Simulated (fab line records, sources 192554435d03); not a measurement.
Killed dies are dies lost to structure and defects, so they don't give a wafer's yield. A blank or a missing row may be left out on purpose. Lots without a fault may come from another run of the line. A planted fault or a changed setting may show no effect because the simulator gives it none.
Problem report in the 8D (eight disciplines) form, filled by code | flow n5_finfet | the parts of the form that need people (team, actions taken, sign-off) are left out

1. THE PROBLEM
M12_ILD_THK at N5_BEOL_M12_THK_MEAS_01 reads a mean of 840 nm on 3 wafers of 2 lots; wafers without a fault read 655 nm with a standard deviation of 11. That is +17 standard deviations from the usual mean.
First seen on wafer L347.1, day 13 08:05, on film_metro-01. The record holds 28 wafers of 10 lots with a number at this step. Rule for "out", or "out of limits": more than 4 standard deviations from the usual mean. The other wafers with a number count as sound.

2. WHAT IT IS AND WHAT IT IS NOT
question                    | is                           | is not
which readings at this step | M12_ILD_THK                  | -
which lots                  | L347, L348                   | L339, L345, L352, L354, L355, L357, L360, L361
which wafers of those lots  | L347.1, L347.6, L348.6       | L347.4, L348.4
read on which gauges        | film_metro-01, film_metro-02 | -
when                        | from day 13 08:05            | up to then (7 sound wafers); but 18 sound wafers of L348, L352, L354, L355, L357, L360, L361 came after

3. SUSPECTS, AND WHAT RULES EACH OUT
Counting: a tool at a process step up to the reading stays a suspect if it ran every lot that is out. Sound lots after the first of them don't rule it out here, since some wafers of a struck lot are sound.
- the gauge at N5_BEOL_M12_THK_MEAS_01: ruled out. The wafers that are out were read on 2 gauges (film_metro-01, film_metro-02).
- pecvd-03 at N5_BEOL_M12_ILD_DEP_00 (deposits SiOC from DEMS/O2, target thk 658.92 nm, time 130.7 s): kept. It ran every lot that is out, first L347 (day 13 07:57). Its own readings are out on those wafers: run_length_s.
- Within pecvd-03 at N5_BEOL_M12_ILD_DEP_00: the wafers that are out ran in chambers 1, 2; their sound lot-mates ran in chamber 0.
Left after counting: pecvd-03 at N5_BEOL_M12_ILD_DEP_00.

4. THE CAUSE (what the simulator had put in)
Process parameter drift: pecvd-03, from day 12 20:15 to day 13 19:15, at N5_BEOL_M12_ILD_DEP_00. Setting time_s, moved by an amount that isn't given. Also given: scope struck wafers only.
Counting left only this tool.

5. THE CHAIN OF EFFECTS, in route order
Each row: a reading whose mean over the struck wafers that have a number lies more than 3 standard deviations from the usual. Only readings for which the record gives a usual standard deviation are gone through. hours: the time from each lot's start at the first step in this table that gives one to its start at this step, as a median over the lots. sigmas: the change in usual standard deviations.
hours | step                    | reading                  | usual      | on struck wafers | change | sigmas
0     | N5_BEOL_M12_ILD_DEP_00  | run_length_s             | 175.6 s    | 213.0            | +37.4  | +71
0     | N5_BEOL_M12_THK_MEAS_01 | M12_ILD_THK              | 655 nm     | 840              | +185   | +17
1     | N5_BEOL_M12_STRIP_63    | oes_product_au           | 0.694 a.u. | 0.673            | -0.021 | -4.7
1     | N5_BEOL_M12_STRIP_63    | strip_time_to_endpoint_s | 42.9 s     | 27.4             | -15.5  | -16
The process steps in it:
- N5_BEOL_M12_ILD_DEP_00: deposits SiOC from DEMS/O2, target thk 658.92 nm, time 130.7 s.
- N5_BEOL_M12_STRIP_63: strips in N2/H2.
Later measuring or inspecting steps at which every struck wafer that the step has a row for has a number for every such reading, and none has moved that far: N5_BEOL_M12_CD_MEAS_10.

6. WHAT WOULD HAVE CAUGHT IT SOONER
In this record the first reading out of limits at a measuring or inspecting step was taken at day 13 08:05, 12 hours after the fault began at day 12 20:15.
The tool's own readings at N5_BEOL_M12_ILD_DEP_00 were out on every struck wafer that the step has a row for (run_length_s): an alarm limit on them would have fired on the first of those.
Of the lots that are out (2), L348 began N5_BEOL_M12_ILD_DEP_00 on pecvd-03 after day 13 08:05. A hold on the tool at that time would have spared it.
